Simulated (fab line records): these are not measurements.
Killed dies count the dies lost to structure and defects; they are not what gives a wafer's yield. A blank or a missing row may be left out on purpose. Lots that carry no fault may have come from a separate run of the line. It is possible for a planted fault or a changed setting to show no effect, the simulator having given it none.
Matching of chambers + flow n5-finfet + N5_SD_EPI_P_ETCH_47 on rie-diel-06 has 4 sister chambers
The step etches SiOCN in CH3F/O2, target depth 25 nm. 14 wafers are shown with their chamber, then 7 later ones without.

== WAFERS, EACH WITH ITS CHAMBER ==
| wafer  | chamber | drypump-motor-current-A (A) | showerhead-plenum-p-Torr (Torr) | throttle-valve-pct (%) |
|--------|---------|-----------------------------|---------------------------------|------------------------|
| L077.1 | 0       | 5.7                         | 2.05                            | 15.93                  |
| L077.4 | 2       | 6.5                         | 2.02                            | 16.39                  |
| L077.6 | 3       | 6.5                         | 1.95                            | 16.23                  |
| L078.1 | 3       | 6.5                         | 1.95                            | 16.23                  |
| L078.2 | 0       | 5.7                         | 2.05                            | 15.92                  |
| L078.3 | 1       | 5.5                         | 1.92                            | 16.29                  |
| L084.1 | 1       | 5.5                         | 1.92                            | 16.29                  |
| L084.3 | 0       | 5.7                         | 2.04                            | 15.95                  |
| L084.5 | 2       | 6.6                         | 2.01                            | 16.42                  |
| L089.1 | 3       | 6.6                         | 1.94                            | 16.26                  |
| L089.3 | 1       | 5.5                         | 1.92                            | 16.32                  |
| L089.4 | 0       | 5.7                         | 2.04                            | 15.97                  |
| L092.1 | 0       | 5.8                         | 2.04                            | 15.97                  |
| L092.4 | 1       | 5.5                         | 1.92                            | 16.32                  |

SIGNATURES (means of the wafers above)
| reading                  | chamber 0 | chamber 1 | chamber 2 | chamber 3 | scatter within a chamber |
|--------------------------|-----------|-----------|-----------|-----------|--------------------------|
| drypump-motor-current-A  | 5.720     | 5.500     | 6.550     | 6.533     | 0.0443                   |
| showerhead-plenum-p-Torr | 2.0440    | 1.9200    | 2.0150    | 1.9467    | 0.00486                  |
| throttle-valve-pct       | 15.9480   | 16.3050   | 16.4050   | 16.2400   | 0.0201                   |
Rule: for a wafer and a chamber, the distance is found by dividing, reading by reading, the gap between the wafer's reading and the chamber's mean by the reading's scatter, squaring, summing and taking the root. The wafer belongs to the nearest chamber; if the next one is less than 2 further off, it can't be placed. How the scatter is found: for the shown wafers, subtract from each reading the mean of its chamber, square and add these, divide the total by (wafers less chambers), then take the root.

== WAFERS WHOSE CHAMBER IS MISSING ==
| wafer  | drypump-motor-current-A (A) | showerhead-plenum-p-Torr (Torr) | throttle-valve-pct (%) |
|--------|-----------------------------|---------------------------------|------------------------|
| L092.5 | 6.6                         | 1.94                            | 16.28                  |
| L093.1 | 6.5                         | 2.01                            | 16.46                  |
| L093.2 | 5.8                         | 2.04                            | 15.98                  |
| L093.5 | 5.5                         | 1.91                            | 16.34                  |
| L095.2 | 6.5                         | 2.01                            | 16.46                  |
| L095.4 | 5.7                         | 2.03                            | 15.98                  |
| L095.6 | 5.5                         | 1.91                            | 16.33                  |

== THE CHAMBER EACH PASSED THROUGH ==
| wafer  | from the rows above | in truth |
|--------|---------------------|----------|
| L092.5 | 3                   | 3        |
| L093.1 | 2                   | 2        |
| L093.2 | 0                   | 0        |
| L093.5 | 1                   | 1        |
| L095.2 | 2                   | 2        |
| L095.4 | 0                   | 0        |
| L095.6 | 1                   | 1        |
Correct placement for 7 of the 7. From these rows, 0 cannot be placed. Placed wrongly: 0.
